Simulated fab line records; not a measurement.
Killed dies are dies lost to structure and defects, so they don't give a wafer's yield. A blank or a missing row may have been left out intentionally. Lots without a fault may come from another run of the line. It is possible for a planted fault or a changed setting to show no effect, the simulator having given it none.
Matching of chambers ; flow n5-finfet ; 3 sister chambers for N5_BEOL_M9_ETCH_76 on rie-diel-02
The step etches underlayer in N2/H2, target depth 6.5 nm, time 5.2 s. 20 wafers are shown with their chamber, then 9 later ones without.

WAFERS WITH THEIR CHAMBER
wafer;chamber;drypump-motor-current-A (A);showerhead-plenum-p-Torr (Torr);throttle-valve-pct (%)
L075.3;0;4.7;2.52;18.38
L075.4;3;5.7;2.70;18.27
L075.6;3;5.7;2.70;18.27
L078.1;0;4.8;2.52;18.38
L078.3;2;5.8;2.48;17.42
L078.5;3;5.7;2.70;18.27
L079.2;3;5.7;2.70;18.29
L079.3;2;5.8;2.47;17.43
L079.6;3;5.7;2.70;18.29
L086.1;0;4.8;2.51;17.94
L086.3;2;5.8;2.47;17.47
L086.4;3;5.7;2.69;18.29
L089.2;3;5.7;2.69;18.32
L089.3;0;4.8;2.51;17.92
L089.5;0;4.7;2.51;17.96
L093.3;3;5.7;2.69;18.32
L093.4;2;5.8;2.46;17.47
L093.6;3;5.7;2.69;18.31
L094.3;3;5.7;2.68;18.34
L094.4;0;4.8;2.50;17.96

SIGNATURES (averages over the wafers above)
reading;chamber 0;chamber 2;chamber 3;scatter within a chamber
drypump-motor-current-A;4.767;5.800;5.700;0.028
showerhead-plenum-p-Torr;2.5117;2.4700;2.6940;0.00737
throttle-valve-pct;18.0900;17.4475;18.2970;0.124
Rule: for each reading, subtract the chamber's mean from the wafer's reading, divide by that reading's scatter and square the result; add these up over the readings and take the root, which gives the wafer's distance from the chamber. If the next closest chamber is less than 2 further off than the closest, the wafer can't be placed; otherwise it belongs to the closest. How the scatter is found: for the shown wafers, subtract from each reading the mean of its chamber, square and add these, divide the total by (wafers less chambers), then take the root.

WAFERS WHOSE CHAMBER IS MISSING
wafer;drypump-motor-current-A (A);showerhead-plenum-p-Torr (Torr);throttle-valve-pct (%)
L094.5;5.7;2.68;18.35
L095.1;4.8;2.50;17.98
L095.4;5.7;2.68;18.35
L095.6;4.8;2.50;18.02
L096.3;4.8;2.50;18.00
L096.4;5.8;2.46;17.51
L097.1;4.8;2.50;18.00
L097.3;5.7;2.68;18.35
L097.6;5.7;2.68;18.35

WHICH CHAMBER EACH WENT THROUGH
wafer;from the rows above;in truth
L094.5;3;3
L095.1;0;0
L095.4;3;3
L095.6;0;0
L096.3;0;0
L096.4;2;2
L097.1;0;0
L097.3;3;3
L097.6;3;3
Correct placement for 9 of the 9. Not placeable from these rows: 0. 0 placed wrongly.
